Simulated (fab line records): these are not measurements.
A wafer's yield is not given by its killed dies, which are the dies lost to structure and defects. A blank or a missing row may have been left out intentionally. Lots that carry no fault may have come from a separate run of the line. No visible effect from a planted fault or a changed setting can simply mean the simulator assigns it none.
fab line records	flow n5_finfet
record lots=9	wafers=27	last_day=18
route steps=1938 shown STI_FIN_REVEAL@200 DUMMY_GATE@228 BEOL_M4@1111 PASSIVATION@1936
lots untouched by any fault: they come from a run of this same line in which no faults occurred
start_h: the number of hours between the record's first day and the start of the first shown wafer of the lot	wait_h: how many hours have passed since the lot's step before this one	" as in the row above	L1.1+2: a single row standing in for several wafers	- no value present, or no start provided	* or withheld: withheld	< > ~ a bound
route shown NAME@n: a module of which the file shows steps, and the number in the route of the first	usual: mean/standard deviation of fault-free wafers	same: alike in all rows	chamber/n: place in a boat	sites: the reading at each site	_std_site: the values' standard deviation	_edge_site: outer sites' mean less inner sites'	radius_mm: how far each site lies from the wafer's centre	mask NAME#n: copy n	behind: the most recent tool/chamber to have shaped the wafer	hold: why the lot was held/for how many hours/how that ended	device: the n, p or np transistor that did not switch	end of line: tests of these same wafers at the route's end	step lacking rows: just its recipe	killed: dies lost to structure and defects at the first sort, not the wafer's yield	map: a wafer's dies, x killed, . not, _ none there
set.NAME: the setting as run; set.NAME@STEP: as run at that earlier step	model.NAME: the simulator's own value behind a step, which no gauge read
one table for each step of the route and one row for each wafer, over a sample of lots
services: when a tool's chamber went out of use (start_h, in hours from the record's first day, below 0 if earlier), for how many hours, and the reason
## steps
# step N5_STI_FIN_REVEAL_OXIDATION_31
# recipe chemistry=O2_PLASMA_REMOTE	temp_c=150	time_s=20	pressure_mtorr=1000	source_power_w=2000	o2_flow_sccm=3000
# usual chamber_pressure_mTorr=1000.0/0.87	drypump_motor_current_A=5.8/0.47	heater_power_w=141/15
lot.wafer	tool	chamber	start_h	wait_h	chamber_pressure_mTorr	drypump_motor_current_A	heater_power_w	rf_hours_counter_h
L378.1	plasma_asher-01	1	38.44	0.0	1000.9	5.8	143	30
L378.4	"	1	"	"	998.9	5.9	149	-
L378.5	"	0	"	"	1000.4	6.2	132	-
L380.2	plasma_asher-01	1	51.09	0.0	1002.4	5.8	143	33
L380.3	"	0	"	"	1000.0	6.2	130	-
L380.5	"	0	"	"	999.5	6.2	127	-
L381.2	plasma_asher-02	1	54.31	0.0	1002.0	6.0	166	78
L381.3	"	0	"	"	999.5	4.9	123	-
L381.5	"	0	"	"	1000.1	4.9	125	-
L385.2	plasma_asher-01	0	80.27	0.0	1001.6	6.2	134	39
L385.5	"	0	"	"	999.7	6.2	133	-
L385.6	"	1	"	"	999.9	5.9	148	-
L386.1	plasma_asher-01	1	85.13	0.1	1000.2	5.8	144	40
L386.2	"	0	"	"	999.3	6.2	129	40
L386.3	"	1	"	"	1000.0	5.8	143	-
L390.2	plasma_asher-02	1	109.53	0.0	999.7	6.1	169	89
L390.4	"	1	"	"	1000.5	6.1	169	-
L390.5	"	1	"	"	999.5	6.1	166	-
L398.2	plasma_asher-02	0	157.06	0.0	998.7	4.9	125	97
L398.3	"	0	"	"	1000.4	4.9	123	-
L398.6	"	1	"	"	1000.0	6.1	164	-
L399.1	plasma_asher-01	1	162.53	0.0	1000.8	5.9	143	57
L399.3	"	1	"	"	1000.1	5.9	139	-
L399.5	"	0	"	"	1000.4	6.2	130	-
L401.1	plasma_asher-01	1	174.33	0.0	1000.6	5.8	146	60
L401.2	"	0	"	"	999.2	6.2	129	60
L401.4	"	0	"	"	999.3	6.2	127	-
# step N5_DUMMY_GATE_EXPOSE_12
# recipe mask_id=GATE	na=0.33	source_shape=annular	sigma_inner=0.2	sigma_outer=0.6	polarization=unpolarized	target_cd_nm=25	dose_mj=34
# usual stage_msd_nm=0.84/0.079
lot.wafer	tool	chamber	start_h	wait_h	mask	stage_msd_nm
L378.1	euv_scanner-02	0	47.71	-	GATE#0	0.74
L378.4	"	0	"	"	GATE#0	0.74
L378.5	"	0	"	"	GATE#0	0.73
L380.2	euv_scanner-01	0	60.19	-	GATE#0	0.88
L380.3	"	0	"	"	GATE#0	0.88
L380.5	"	0	"	"	GATE#0	0.88
L381.2	euv_scanner-02	0	63.42	-	GATE#0	0.73
L381.3	"	0	"	"	GATE#0	0.73
L381.5	"	0	"	"	GATE#0	0.73
L385.2	euv_scanner-01	0	89.27	-	GATE#0	0.89
L385.5	"	0	"	"	GATE#0	0.89
L385.6	"	0	"	"	GATE#0	0.89
L386.1	euv_scanner-01	0	96.41	-	GATE#0	0.89
L386.2	"	0	"	"	GATE#0	0.89
L386.3	"	0	"	"	GATE#0	0.89
L390.2	euv_scanner-01	0	118.62	-	GATE#0	0.89
L390.4	"	0	"	"	GATE#0	0.90
L390.5	"	0	"	"	GATE#0	0.90
L398.2	euv_scanner-01	0	166.55	-	GATE#0	0.91
L398.3	"	0	"	"	GATE#0	0.90
L398.6	"	0	"	"	GATE#0	0.91
L399.1	euv_scanner-01	0	171.63	-	GATE#0	0.91
L399.3	"	0	"	"	GATE#0	0.91
L399.5	"	0	"	"	GATE#0	0.91
L401.1	euv_scanner-01	0	183.58	-	GATE#0	0.91
L401.2	"	0	"	"	GATE#0	0.91
L401.4	"	0	"	"	GATE#0	0.91
# step N5_DUMMY_GATE_OVL_MEAS_16
# recipe points_per_wafer=522
# usual GATE_OVL=-0.2/0.62
lot.wafer	tool	chamber	start_h	wait_h	GATE_OVL[nm]
L378.1	overlay-02	0	47.88	0.0	0.8
L378.4	"	0	"	"	-0.1
L378.5	"	0	"	"	0.0
L380.2	overlay-01	0	60.36	0.0	-0.1
L380.3	"	0	"	"	0.3
L380.5	"	0	"	"	1.0
L381.2	overlay-02	0	63.58	0.0	-0.6
L381.3	"	0	"	"	-0.3
L381.5	"	0	"	"	0.5
L385.2	overlay-02	0	89.44	0.0	-0.2
L385.5	"	0	"	"	-0.1
L385.6	"	0	"	"	0.0
L386.1	overlay-02	0	96.58	0.0	0.5
L386.2	"	0	"	"	0.6
L386.3	"	0	"	"	0.3
L390.2	overlay-01	0	118.79	0.0	-0.6
L390.4	"	0	"	"	-0.6
L390.5	"	0	"	"	-0.5
L398.2	overlay-01	0	166.71	0.0	0.1
L398.3	"	0	"	"	-0.4
L398.6	"	0	"	"	0.6
L399.1	overlay-02	0	171.80	0.0	6.6
L399.3	"	0	"	"	6.7
L399.5	"	0	"	"	6.8
L401.1	overlay-01	0	183.75	0.0	5.4
L401.2	"	0	"	"	6.1
L401.4	"	0	"	"	5.8
# step N5_DUMMY_GATE_DESCUM_20
# recipe chemistry=O2	time_s=6.2	source_power_w=50	bias_power_w=20	pressure_mtorr=20	rf_frequency_hz=2.712e+07	temp_c=40	resist=CAR-EUV	o2_flow_sccm=225
# usual chamber_pressure_mTorr=20.002/0.02	drypump_motor_current_A=5.7/0.32	oes_product_au=0.80/0.065	rf_vpp_V=243.3/1.4	showerhead_plenum_p_Torr=2.11/0.07	throttle_valve_pct=20.41/0.23
lot.wafer	tool	chamber	start_h	wait_h	chamber_pressure_mTorr	drypump_motor_current_A	oes_product_au	rf_hours_counter_h	rf_vpp_V	showerhead_plenum_p_Torr	throttle_valve_pct
L378.1	rie_diel-04	2	47.97	0.0	20.016	6.1	0.73	179	241.4	2.00	20.41
L378.4	"	0	"	"	19.998	5.7	0.84	63	244.6	2.15	20.58
L378.5	"	3	"	"	19.958	5.0	0.81	-	243.6	2.11	19.88
L380.2	rie_diel-01	1	60.64	0.2	20.008	5.9	0.75	156	242.4	2.02	20.67
L380.3	"	3	"	"	19.973	5.7	0.80	107	244.4	2.00	20.41
L380.5	"	0	"	"	20.006	5.8	0.90	-	244.8	2.17	20.20
L381.2	rie_diel-03	1	63.67	0.0	19.992	5.3	0.85	69	243.6	2.11	20.09
L381.3	"	0	"	"	19.960	5.7	0.95	8	246.6	2.22	20.54
L381.5	"	1	"	"	20.047	5.3	0.85	-	244.1	2.11	20.09
L385.2	rie_diel-01	1	89.60	0.1	20.033	5.9	0.74	167	240.3	2.02	20.68
L385.5	"	1	"	"	19.988	5.9	0.74	-	241.3	2.02	20.66
L385.6	"	2	"	"	20.027	6.4	0.76	-	243.7	2.19	20.47
L386.1	rie_diel-01	3	97.06	0.4	20.006	5.7	0.80	115	242.2	2.00	20.43
L386.2	"	0	"	"	19.980	5.8	0.88	27	245.0	2.16	20.22
L386.3	"	1	"	"	19.982	5.9	0.75	169	241.1	2.02	20.69
L390.2	rie_diel-04	1	118.87	0.0	20.022	5.7	0.90	42	242.9	2.08	20.35
L390.4	"	3	"	"	20.028	5.0	0.81	105	241.6	2.10	19.91
L390.5	"	3	"	"	19.973	5.0	0.80	-	243.0	2.10	19.91
L398.2	rie_diel-01	2	166.80	0.0	19.988	6.4	0.73	172	245.4	2.19	20.48
L398.3	"	3	"	"	20.031	5.7	0.77	135	242.2	1.99	20.45
L398.6	"	0	"	"	19.957	5.8	0.85	-	243.8	2.15	20.24
L399.1	rie_diel-01	3	171.89	0.0	19.976	5.7	0.77	137	243.0	1.99	20.45
L399.3	"	2	"	"	19.995	6.3	0.74	174	244.2	2.18	20.51
L399.5	"	1	"	"	20.014	5.9	0.73	-	241.9	2.01	20.73
L401.1	rie_diel-03	2	183.84	0.0	19.975	5.7	0.76	148	243.5	2.17	20.65
L401.2	"	1	"	"	19.977	5.4	0.80	107	244.4	2.10	20.15
L401.4	"	3	"	"	20.002	5.9	0.71	217	242.6	2.07	20.59
# step N5_DUMMY_GATE_HM_OPEN_21
# recipe chemistry=CH3F/O2	target=SiNx	target_depth_a=1200	Ar_flow_sccm=150	CH3F_flow_sccm=30	O2_flow_sccm=23	time_s=171.4	pressure_mtorr=30	source_w=395	bias_w=73	ion_energy_ev=120.7
# usual chamber_pressure_mTorr=30.002/0.028	drypump_motor_current_A=5.7/0.33	oes_product_au=0.80/0.069	rf_vpp_V=301/9.1	showerhead_plenum_p_Torr=2.02/0.071	throttle_valve_pct=16.43/0.22
lot.wafer	tool	chamber	start_h	wait_h	chamber_pressure_mTorr	drypump_motor_current_A	oes_product_au	rf_hours_counter_h	rf_vpp_V	showerhead_plenum_p_Torr	throttle_valve_pct
L378.1	rie_diel-03	2	48.52	0.0	29.988	5.6	0.81	103	311	2.14	16.82
L378.4	"	1	"	"	29.983	5.3	0.86	62	301	2.07	16.35
L378.5	"	2	"	"	29.991	5.6	0.82	-	311	2.14	16.82
L380.2	rie_diel-03	3	61.42	0.0	29.966	5.9	0.72	178	296	2.03	16.65
L380.3	"	1	"	"	29.963	5.4	0.83	68	301	2.07	16.33
L380.5	"	3	"	"	29.984	5.9	0.72	-	294	2.03	16.64
L381.2	rie_diel-04	1	64.18	0.0	29.964	5.7	0.94	25	305	1.98	16.18
L381.3	"	0	"	"	29.997	5.7	0.82	70	286	2.04	16.37
L381.5	"	0	"	"	30.004	5.7	0.82	-	287	2.04	16.36
L385.2	rie_diel-01	0	90.12	0.0	30.051	5.8	0.87	25	314	2.07	16.16
L385.5	"	3	"	"	30.003	5.7	0.78	-	294	1.95	16.58
L385.6	"	2	"	"	30.007	6.3	0.76	-	298	2.12	16.53
L386.1	rie_diel-01	3	97.57	0.0	30.027	5.7	0.79	115	293	1.95	16.57
L386.2	"	2	"	"	30.029	6.3	0.77	152	301	2.12	16.51
L386.3	"	0	"	"	29.961	5.8	0.88	28	316	2.07	16.17
L390.2	rie_diel-04	1	119.38	0.0	30.045	5.7	0.91	43	304	1.98	16.21
L390.4	"	0	"	"	29.997	5.7	0.81	87	285	2.03	16.40
L390.5	"	0	"	"	30.012	5.7	0.80	-	286	2.03	16.40
L398.2	rie_diel-01	3	167.44	0.0	30.005	5.7	0.76	135	293	1.94	16.60
L398.3	"	2	"	"	30.017	6.3	0.74	172	300	2.11	16.58
L398.6	"	1	"	"	30.005	5.9	0.74	-	304	1.94	16.69
L399.1	rie_diel-01	2	172.61	0.0	29.977	6.3	0.74	174	300	2.11	16.55
L399.3	"	0	"	"	29.990	5.8	0.83	48	314	2.07	16.21
L399.5	"	2	"	"	30.026	6.4	0.74	-	300	2.11	16.57
L401.1	rie_diel-04	2	184.40	0.0	30.025	6.0	0.69	215	292	1.91	16.52
L401.2	"	3	"	"	30.001	5.0	0.78	122	312	2.02	16.08
L401.4	"	0	"	"	29.996	5.7	0.80	106	285	2.02	16.43
# step N5_BEOL_M4_RC_MEAS_101
# usual DIBL_N=37.1/2.4	DIBL_P=37/3	IOFF_N=0.18/0.053	IOFF_P=0.21/0.05	ION_N=674/14	ION_P=459/9.2	SS_N=72.1/0.9	SS_P=73.4/0.89	VT_N=250/3.8	VT_P=-251/3.7
lot.wafer	tool	chamber	start_h	wait_h	DIBL_N[mV/V]	DIBL_P[mV/V]	IOFF_N[nA/um]	IOFF_P[nA/um]	ION_N[uA/um]	ION_P[uA/um]	SS_N[mV/dec]	SS_P[mV/dec]	VT_N[mV]	VT_P[mV]
L378.1	prober-02	0	179.75	0.0	39.7	42	0.23	0.30	684	470	72.4	74.6	245	-248
L378.4	"	0	"	"	38.3	39	0.19	0.22	667	455	71.9	73.9	249	-253
L378.5	"	0	"	"	39.1	41	0.21	0.27	673	467	72.2	74.2	245	-248
L380.2	prober-02	0	200.38	0.2	35.7	35	0.16	0.22	671	464	71.8	72.9	249	-249
L380.3	"	0	"	"	37.7	36	0.19	0.22	677	461	72.6	73.0	251	-249
L380.5	"	0	"	"	34.8	34	0.14	0.18	656	455	71.9	72.3	253	-249
L381.2	prober-01	0	205.80	0.2	37.7	39	0.20	0.25	688	467	71.6	73.7	248	-248
L381.3	"	0	"	"	36.7	37	0.19	0.23	681	464	72.0	72.7	245	-248
L381.5	"	0	"	"	37.9	38	0.20	0.23	664	453	73.0	73.8	247	-248
L385.2	prober-02	0	213.79	0.2	36.1	34	0.14	0.20	674	464	72.4	72.6	252	-250
L385.5	"	0	"	"	33.4	31	0.11	0.16	656	453	71.2	71.6	256	-252
L385.6	"	0	"	"	36.5	36	0.15	0.22	677	474	72.2	73.4	253	-250
L386.1	prober-01	0	232.04	0.0	33.4	31	0.11	0.15	663	456	70.8	72.4	256	-254
L386.2	"	0	"	"	39.3	38	0.22	0.24	685	465	72.2	73.3	247	-249
L386.3	"	0	"	"	36.0	34	0.14	0.18	661	443	71.0	72.4	254	-253
L390.2	prober-02	0	254.30	0.2	36.4	37	0.18	0.20	671	456	72.2	73.0	249	-252
L390.4	"	0	"	"	37.8	38	0.19	0.22	674	453	72.7	74.0	250	-253
L390.5	"	0	"	"	36.6	38	0.19	0.22	692	471	71.8	72.8	246	-251
L398.2	prober-02	0	288.24	0.2	41.6	41	0.28	0.27	683	463	73.6	75.0	243	-248
L398.3	"	0	"	"	35.2	35	0.14	0.17	651	446	71.9	72.9	255	-255
L398.6	"	0	"	"	39.3	38	0.24	0.23	682	461	73.2	74.9	247	-251
L399.1	prober-02	0	309.30	0.0	32.5	33	0.12	0.14	665	453	71.2	72.1	252	-255
L399.3	"	0	"	"	36.1	37	0.17	0.18	690	459	71.7	72.8	249	-255
L399.5	"	0	"	"	37.3	39	0.21	0.22	697	464	72.5	74.6	244	-252
L401.1	prober-01	0	312.45	0.0	34.9	35	0.13	0.16	662	456	71.0	73.0	254	-253
L401.2	"	0	"	"	37.6	38	0.16	0.19	662	448	71.7	73.5	254	-253
L401.4	"	0	"	"	37.8	39	0.19	0.22	681	460	71.8	73.7	249	-252
# step N5_PASSIVATION_PROBE_49
# usual defect_limited_yield=91.6/1.4	killed_at_M0_to_M3=32/9.5	killed_at_M4_up=13/6	killed_at_contacts=12/5.6	killed_at_front_end=39/11	killed_at_other=2.8/2.3	killed_dies=99/16	killed_on_rim=12/3.4	killed_open=65/12	killed_short=32/7.6	sort_bin_4_leakage=0.1/0.88	sort_bin_5_function=4.8/0.88	sort_bin_6_memory=3.2/0.65	sort_n_pass=1077/29	sort_yield_pct=91.2/2.5
# same gross_dies=1180	killed_at_back_side=0	sort_bin_8_speed[%]=0
lot.wafer	tool	chamber	start_h	wait_h	defect_limited_yield[%]	killed_at_M0_to_M3	killed_at_M4_up	killed_at_contacts	killed_at_front_end	killed_at_other	killed_dies	killed_on_rim	killed_open	killed_short	sort_bin_4_leakage[%]	sort_bin_5_function[%]	sort_bin_6_memory[%]	sort_n_pass	sort_yield_pct[%]
L378.1	prober-02	-	299.46	0.0	90.2	44	13	20	37	2	116	13	79	36	0	5.8	3.7	1064	90.2
L378.4	prober-02	-	299.61	0.2	90.0	27	9	15	64	3	118	16	77	40	0	5.9	4.0	1062	90.0
L378.5	prober-02	-	299.66	0.2	91.0	51	10	11	33	1	106	18	54	50	0	5.7	3.1	1074	91.0
L380.2	prober-02	-	318.21	0.1	92.1	34	11	7	40	1	93	9	59	34	0	4.3	3.5	1087	92.1
L380.3	prober-02	-	318.26	0.1	93.1	23	22	4	31	2	82	11	63	19	0	4.3	2.4	1098	93.1
L380.5	prober-02	-	318.36	0.2	92.7	15	17	20	33	1	86	13	51	35	0	4.2	2.7	1094	92.7
L385.2	prober-01	-	320.65	0.1	94.9	20	6	11	20	3	60	6	35	22	0	2.8	2.2	1120	94.9
L385.5	prober-01	-	320.80	0.2	91.7	34	7	13	43	1	98	9	61	29	0	4.8	2.6	1082	91.7
L385.6	prober-01	-	320.85	0.3	93.5	37	6	8	25	1	77	15	52	24	0	3.6	2.9	1103	93.5
L386.1	prober-02	-	333.58	0.0	87.7	36	12	25	70	2	145	17	84	60	0	7.8	3.8	1035	87.7
L386.2	prober-02	-	333.63	0.1	90.2	32	19	25	35	5	116	15	78	38	0	5.9	3.7	1064	90.2
L386.3	prober-02	-	333.68	0.1	92.9	25	7	16	30	6	84	17	52	29	0	4.0	3.0	1096	92.9
L390.2	prober-02	-	368.67	0.1	87.8	41	26	13	55	9	144	17	98	42	0	7.1	4.6	1036	87.8
L390.4	prober-02	-	368.77	0.2	90.2	27	25	6	54	4	116	16	77	26	0	5.2	3.8	1064	90.2
L390.5	prober-02	-	368.82	0.2	90.0	38	23	6	49	2	118	17	89	27	0	5.8	4.1	1062	90.0
L399.1	prober-02	-	411.86	0.0	61.6	38	17	11	387	0	453	61	68	20	0	20.4	2.7	727	61.6
L399.3	prober-02	-	411.96	0.1	77.2	32	10	14	213	0	269	34	64	19	0	12.1	2.8	911	77.2
L399.5	prober-02	-	412.06	0.2	68.6	34	16	11	308	1	370	52	71	33	0	17.0	3.5	810	68.6
L401.1	prober-02	-	422.93	0.0	85.3	21	25	4	115	9	174	16	65	33	0	8.0	3.1	1006	85.3
L401.2	prober-02	-	422.98	0.1	79.2	29	20	12	177	7	245	32	75	41	0	11.3	4.0	935	79.2
L401.4	prober-02	-	423.08	0.2	81.6	33	9	7	167	1	217	19	56	37	0	9.9	2.8	963	81.6
# killed by level:class
L378.1 MOL_CONTACT_COAG:geometric_particle:open=17 BEOL_M0_SAQP:geometric_particle:short=12 BEOL_M2:geometric_particle:open=11 FIN_SAQP:geometric_particle:open=10 DUMMY_GATE:geometric_particle:open=10 BEOL_M0_SAQP:geometric_particle:open=6 BEOL_M5:geometric_particle:open=5 BEOL_M3:geometric_particle:open=5
L378.4 STI_FIN_REVEAL:geometric_particle:open=20 MOL_CONTACT_COAG:geometric_particle:open=14 FIN_SAQP:geometric_particle:open=11 GATE_CUT:geometric_particle:short=7 BEOL_M1:geometric_particle:short=6 DUMMY_GATE:geometric_particle:open=5 ILD0:geometric_particle:short=5 BEOL_M0_SAQP:geometric_particle:open=5
L378.5 BEOL_M0_SAQP:geometric_particle:short=22 BEOL_M0_SAQP:geometric_particle:open=16 FIN_SAQP:geometric_particle:short=10 MOL_CONTACT_COAG:geometric_particle:open=8 BEOL_M1:geometric_particle:short=8 STARTING-WAFER:geometric_particle:open=5 FIN_SAQP:geometric_particle:open=4 STI_FIN_REVEAL:geometric_particle:open=3
L380.2 BEOL_M2:geometric_particle:open=12 FIN_SAQP:geometric_particle:short=8 STI_FIN_REVEAL:geometric_particle:open=7 BEOL_M0_SAQP:geometric_particle:open=7 GATE_CUT:geometric_particle:short=6 BEOL_M4:geometric_particle:open=6 STARTING-WAFER:geometric_particle:open=6 MOL_CONTACT_COAG:geometric_particle:open=5
L380.3 BEOL_M4:geometric_particle:open=17 STI_FIN_REVEAL:geometric_particle:open=9 BEOL_M0:geometric_particle:open=6 DUMMY_GATE:geometric_particle:open=5 BEOL_M3:geometric_particle:open=5 GATE_CUT:geometric_particle:short=4 MOL_CONTACT_COAG:geometric_particle:open=4 BEOL_M0_SAQP:geometric_particle:open=4
L380.5 MOL_CONTACT_COAG:geometric_particle:open=15 FIN_SAQP:geometric_particle:short=9 FIN_SAQP:geometric_particle:open=7 STI_FIN_REVEAL:geometric_particle:open=6 BEOL_M4:geometric_particle:open=6 BEOL_M4:geometric_particle:short=6 GATE_CUT:geometric_particle:short=5 MOL_CONTACT_COAG:geometric_particle:short=5
L385.2 MOL_CONTACT_COAG:geometric_particle:open=9 BEOL_M3:geometric_particle:short=5 ILD0:geometric_particle:open=4 BEOL_M2:geometric_particle:open=4 FIN_SAQP:geometric_particle:short=3 DUMMY_GATE:geometric_particle:open=3 BEOL_M0_SAQP:geometric_particle:short=3 BEOL_M6:geometric_particle:open=3
L385.5 FIN_SAQP:geometric_particle:open=14 MOL_CONTACT_COAG:geometric_particle:open=11 BEOL_M0_SAQP:geometric_particle:open=10 BEOL_M0_SAQP:geometric_particle:short=9 FIN_SAQP:geometric_particle:short=7 BEOL_M3:geometric_particle:open=7 HKMG_FIN:area_etch=7 DUMMY_GATE:geometric_particle:open=5
L385.6 BEOL_M3:geometric_particle:short=9 MOL_CONTACT_COAG:geometric_particle:open=7 BEOL_M0_SAQP:geometric_particle:short=7 BEOL_M3:geometric_particle:open=6 FIN_SAQP:geometric_particle:open=5 STI_FIN_REVEAL:geometric_particle:open=5 BEOL_M0_SAQP:geometric_particle:open=5 BEOL_M2:geometric_particle:open=4
L386.1 FIN_SAQP:geometric_particle:open=23 FIN_SAQP:geometric_particle:short=13 MOL_CONTACT_COAG:geometric_particle:open=13 MOL_CONTACT_COAG:geometric_particle:short=12 BEOL_M3:geometric_particle:open=9 GATE_CUT:geometric_particle:short=8 BEOL_M0_SAQP:geometric_particle:short=8 BEOL_M4:geometric_particle:open=7
L386.2 MOL_CONTACT_COAG:geometric_particle:open=19 FIN_SAQP:geometric_particle:short=8 BEOL_M3:geometric_particle:open=8 BEOL_M2:geometric_particle:open=7 MOL_CONTACT_COAG:geometric_particle:short=6 BEOL_M0_SAQP:geometric_particle:open=6 DUMMY_GATE:geometric_particle:open=5 BEOL_M4:geometric_particle:open=5
L386.3 MOL_CONTACT_COAG:geometric_particle:open=13 FIN_SAQP:geometric_particle:short=7 FIN_SAQP:geometric_particle:open=6 BEOL_M3:geometric_particle:open=6 STI_FIN_REVEAL:geometric_particle:open=5 BEOL_M0_SAQP:geometric_particle:open=4 MOL_CONTACT_COAG:geometric_particle:short=3 BEOL_M2:geometric_particle:open=3
L390.2 STI_FIN_REVEAL:geometric_particle:open=18 FIN_SAQP:geometric_particle:open=14 BEOL_M1:geometric_particle:open=12 BEOL_M2:geometric_particle:open=10 MOL_CONTACT_COAG:geometric_particle:open=9 FIN_SAQP:geometric_particle:short=8 BEOL_M4:geometric_particle:open=8 BEOL_M4:geometric_particle:short=8
L390.4 FIN_SAQP:geometric_particle:open=16 BEOL_M2:geometric_particle:open=12 HKMG_FIN:area_etch=8 SPACER0:geometric_particle:open=5 STI_FIN_REVEAL:geometric_particle:open=5 MOL_CONTACT_COAG:geometric_particle:open=5 BEOL_M4:geometric_particle:open=5 BEOL_M0:geometric_particle:open=4
L390.5 BEOL_M2:geometric_particle:open=14 STI_FIN_REVEAL:geometric_particle:open=13 FIN_SAQP:geometric_particle:open=12 BEOL_M4:geometric_particle:open=12 FIN_SAQP:geometric_particle:short=10 BEOL_M3:geometric_particle:open=9 MOL_CONTACT_COAG:geometric_particle:open=6 BEOL_M1:geometric_particle:open=6
L399.1 DUMMY_GATE:overlay=364 MOL_CONTACT_COAG:geometric_particle:open=11 BEOL_M4:geometric_particle:open=10 BEOL_M0_SAQP:geometric_particle:open=9 BEOL_M0:geometric_particle:open=8 BEOL_M0_SAQP:geometric_particle:short=7 BEOL_M2:geometric_particle:open=7 DUMMY_GATE:geometric_particle:open=5
L399.3 DUMMY_GATE:overlay=186 MOL_CONTACT_COAG:geometric_particle:open=13 FIN_SAQP:geometric_particle:open=9 BEOL_M0_SAQP:geometric_particle:open=9 BEOL_M4:geometric_particle:open=5 STI_FIN_REVEAL:geometric_particle:open=4 BEOL_M0:geometric_particle:open=4 BEOL_M1:geometric_particle:short=4
L399.5 DUMMY_GATE:overlay=265 STI_FIN_REVEAL:geometric_particle:open=17 BEOL_M3:geometric_particle:open=12 BEOL_M4:geometric_particle:open=8 BEOL_M0_SAQP:geometric_particle:short=7 MOL_CONTACT_COAG:geometric_particle:open=6 FIN_SAQP:geometric_particle:short=5 STI_FIN_REVEAL:geometric_particle:short=5
L401.1 DUMMY_GATE:overlay=75 FIN_SAQP:geometric_particle:open=13 BEOL_M4:geometric_particle:open=12 BEOL_M1:geometric_particle:open=6 FIN_SAQP:geometric_particle:short=4 STI_FIN_REVEAL:geometric_particle:open=4 ILD0:geometric_particle:short=4 BEOL_M4:geometric_particle:short=4
L401.2 DUMMY_GATE:overlay=124 FIN_SAQP:geometric_particle:open=11 BEOL_M4:geometric_particle:open=9 MOL_CONTACT_COAG:geometric_particle:open=9 STI_FIN_REVEAL:geometric_particle:open=8 BEOL_M0_SAQP:geometric_particle:open=7 BEOL_M0_SAQP:geometric_particle:short=6 STARTING-WAFER:geometric_particle:short=5
L401.4 DUMMY_GATE:overlay=118 FIN_SAQP:geometric_particle:short=10 BEOL_M0_SAQP:geometric_particle:short=10 FIN_SAQP:geometric_particle:open=6 BEOL_M2:geometric_particle:open=6 DUMMY_GATE:geometric_particle:open=6 HKMG_FIN:area_etch=6 BEOL_M1:geometric_particle:open=5
## services
tool	chamber	start_h	hours	kind
rie_diel-04	1	17.35	5.4	repair
euv_scanner-02	-	17.41	1.0	pm
rie_diel-01	1	19.96	4.4	repair
rie_diel-03	0	23.62	-	clean
rie_diel-03	0	23.62	-	consumable_replace:focus_ring
euv_scanner-02	-	31.17	1.0	repair
rie_diel-01	-	44.12	14.6	pm
euv_scanner-01	-	62.22	1.0	pm
rie_diel-04	3	63.58	3.9	repair
euv_scanner-02	-	73.56	1.0	pm
rie_diel-01	3	74.90	5.1	repair
plasma_asher-02	-	84.41	1.2	repair
plasma_asher-02	-	97.19	2.7	repair
euv_scanner-02	-	100.64	3.7	repair
euv_scanner-01	-	101.90	0.8	repair
euv_scanner-02	-	109.44	17.3	pm
euv_scanner-01	-	126.74	1.0	pm
euv_scanner-01	-	127.75	4.6	pm
euv_scanner-02	-	132.35	1.0	pm
euv_scanner-02	-	138.46	4.6	pm
euv_scanner-02	-	144.92	0.2	repair
rie_diel-04	-	146.76	2.8	pm
rie_diel-04	2	163.49	3.9	repair
euv_scanner-01	-	174.52	1.0	pm
## key
first_sign step=N5_DUMMY_GATE_OVL_MEAS_16	reading=GATE_OVL	direction=up	sigmas=10	usual=-0.2	struck=6.2
effect step=N5_PASSIVATION_PROBE_49	reading=killed_at_front_end	direction=up	sigmas=18	usual=39	struck=228
more_kills_born_at N5_DUMMY_GATE_EXPOSE_12@euv_scanner-01=1132
met_at N5_DUMMY_GATE_EXPOSE_12
struck_lots L399,L401
not_acting_at N5_STI_FIN_REVEAL_OXIDATION_31,N5_DUMMY_GATE_DESCUM_20,N5_DUMMY_GATE_HM_OPEN_21
onset_between 166.55 171.63
also_fits time
fault kind=scanner_matching_overlay	tool=euv_scanner-01	chamber=-	onset_h=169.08	steps=N5_DUMMY_GATE_EXPOSE_12	offset=6.6575
